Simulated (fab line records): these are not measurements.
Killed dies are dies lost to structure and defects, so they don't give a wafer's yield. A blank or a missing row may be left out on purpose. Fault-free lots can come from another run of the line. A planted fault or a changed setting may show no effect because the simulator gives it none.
Matching of chambers / flow n5-finfet / rie-diel-04 running N5_DUMMY_GATE_STRIP_41: 4 sister chambers
The step strips in O2. 8 wafers are shown with their chamber, then 12 later ones without.

## WAFERS WITH THEIR CHAMBER
wafer=L084.2; chamber=1; drypump-motor-current-A (A)=5.0; throttle-valve-pct (%)=16.66
wafer=L084.4; chamber=0; drypump-motor-current-A (A)=5.1; throttle-valve-pct (%)=16.56
wafer=L085.2; chamber=0; drypump-motor-current-A (A)=5.1; throttle-valve-pct (%)=16.54
wafer=L085.5; chamber=3; drypump-motor-current-A (A)=6.1; throttle-valve-pct (%)=16.69
wafer=L085.6; chamber=2; drypump-motor-current-A (A)=6.2; throttle-valve-pct (%)=16.93
wafer=L089.4; chamber=1; drypump-motor-current-A (A)=5.0; throttle-valve-pct (%)=16.65
wafer=L089.5; chamber=3; drypump-motor-current-A (A)=6.1; throttle-valve-pct (%)=16.69
wafer=L089.6; chamber=2; drypump-motor-current-A (A)=6.3; throttle-valve-pct (%)=16.97

## WAFERS WITH NO CHAMBER GIVEN
wafer=L093.2; drypump-motor-current-A (A)=5.1; throttle-valve-pct (%)=16.58
wafer=L093.4; drypump-motor-current-A (A)=6.3; throttle-valve-pct (%)=16.98
wafer=L093.6; drypump-motor-current-A (A)=6.3; throttle-valve-pct (%)=16.99
wafer=L094.1; drypump-motor-current-A (A)=5.1; throttle-valve-pct (%)=16.60
wafer=L094.2; drypump-motor-current-A (A)=6.1; throttle-valve-pct (%)=16.74
wafer=L094.6; drypump-motor-current-A (A)=6.0; throttle-valve-pct (%)=16.72
wafer=L096.1; drypump-motor-current-A (A)=6.1; throttle-valve-pct (%)=16.73
wafer=L096.2; drypump-motor-current-A (A)=6.3; throttle-valve-pct (%)=16.98
wafer=L096.6; drypump-motor-current-A (A)=5.1; throttle-valve-pct (%)=16.60
wafer=L097.1; drypump-motor-current-A (A)=6.1; throttle-valve-pct (%)=16.71
wafer=L097.3; drypump-motor-current-A (A)=6.3; throttle-valve-pct (%)=16.97
wafer=L097.5; drypump-motor-current-A (A)=6.2; throttle-valve-pct (%)=17.00

## THE CHAMBER EACH PASSED THROUGH
wafer=L093.2; from the rows above=0; in truth=0
wafer=L093.4; from the rows above=2; in truth=2
wafer=L093.6; from the rows above=2; in truth=2
wafer=L094.1; from the rows above=can't be placed: 0 or 1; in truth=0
wafer=L094.2; from the rows above=3; in truth=3
wafer=L094.6; from the rows above=3; in truth=3
wafer=L096.1; from the rows above=3; in truth=3
wafer=L096.2; from the rows above=2; in truth=2
wafer=L096.6; from the rows above=can't be placed: 0 or 1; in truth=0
wafer=L097.1; from the rows above=3; in truth=3
wafer=L097.3; from the rows above=2; in truth=2
wafer=L097.5; from the rows above=2; in truth=2
Correct placement for 10 of the 12. Cannot be placed on the basis of these rows: 2; the candidates contain the true chamber in 2. Wrongly placed: 0.
How it was worked out, from the rows above alone: a wafer's distance from a chamber is the root of the sum, over the readings, of the square of ((its reading less the chamber's mean) divided by the reading's scatter). The wafer belongs to the nearest chamber; if the next one is less than 2 further off, it can't be placed. The mean given for a chamber averages the wafers shown for that chamber. The scatter: take each reading less its chamber's mean, square it, sum over the shown wafers, divide by the number of wafers less the number of chambers, and take the root.
